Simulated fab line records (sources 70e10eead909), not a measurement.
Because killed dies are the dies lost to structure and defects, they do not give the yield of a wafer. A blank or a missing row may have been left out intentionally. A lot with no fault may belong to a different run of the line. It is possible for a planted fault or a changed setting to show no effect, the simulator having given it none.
Which of the tools did it?    flow nand_harc    7 lots with 21 wafers sampled at 3 steps, on a route of 1159 steps

WHAT EACH GAUGE READ, for each wafer
NHARC_THIN_TSV_CD_MEAS_37.
lot   measured      on         cd_nm (nm)
L941  day 19 07:32  cd_sem-01  4998.4 5002.2 4997.0
L946  day 19 15:29  cd_sem-03  5000.4 4998.4 5001.2
L945  day 20 00:53  cd_sem-02  5001.6 5002.6 4998.5
L953  day 22 08:01  cd_sem-01  5001.7 4996.5 4997.7
L956  day 23 07:44  cd_sem-02  4999.5 5001.9 5001.2
L959  day 23 17:38  cd_sem-02  4999.6 4996.1 4998.9
L963  day 24 14:01  cd_sem-01  4997.9 4999.8 5002.6

WHAT TOOL EACH LOT RAN ON (gives the tool, then ch and the chambers of the sampled wafers, and finally the start)
lot   NHARC_A_CONTACT_ETCH_118              NHARC_THIN_TSV_DESCUM_14
L941  har_cap_etch-02 ch 0,1, day 16 18:27  rie_diel-12 ch 0,1,3, day 19 00:28
L946  har_cap_etch-03 ch 0,1, day 17 06:57  rie_diel-04 ch 1,2, day 19 07:59
L945  har_cap_etch-03 ch 0,1, day 17 17:08  rie_diel-12 ch 1,2,3, day 19 17:16
L953  har_cap_etch-03 ch 0,1, day 19 08:03  rie_diel-04 ch 0,1,2, day 22 00:36
L956  har_cap_etch-01 ch 0,1, day 20 13:37  rie_diel-12 ch 0,2,3, day 23 00:18
L959  har_cap_etch-02 ch 0,1, day 21 07:32  rie_diel-04 ch 0,1,2, day 23 10:01
L963  har_cap_etch-02 ch 0,1, day 22 05:05  rie_diel-09 ch 2,3, day 24 06:28
- NHARC_A_CONTACT_ETCH_118: etches the open film in C4F8/O2/Ar, time 94 s, target depth 922 nm.
- NHARC_THIN_TSV_DESCUM_14: chemistry O2, time 3 s.

THE ANSWER, worked out from the rows above alone
Rule: the lots themselves supply what counts as usual. Put in order of their means at a reading, lots are off if they are a third of the lots or fewer, leave a main group of 4 or more, and stand apart from it by a gap of 3 or more times the standard deviation of the main group's means; of several such gaps the widest counts. If all means in a main group match to the digits the tables above print for the reading, that group is not used. Also off: a lot with no number at a reading for which 4 or more lots have one. Where the step has rows for the other lots, those lots are counted as sound.
No lot is off at any reading shown: from this, nothing can be told.

WHAT THE SIMULATOR HAD INSERTED
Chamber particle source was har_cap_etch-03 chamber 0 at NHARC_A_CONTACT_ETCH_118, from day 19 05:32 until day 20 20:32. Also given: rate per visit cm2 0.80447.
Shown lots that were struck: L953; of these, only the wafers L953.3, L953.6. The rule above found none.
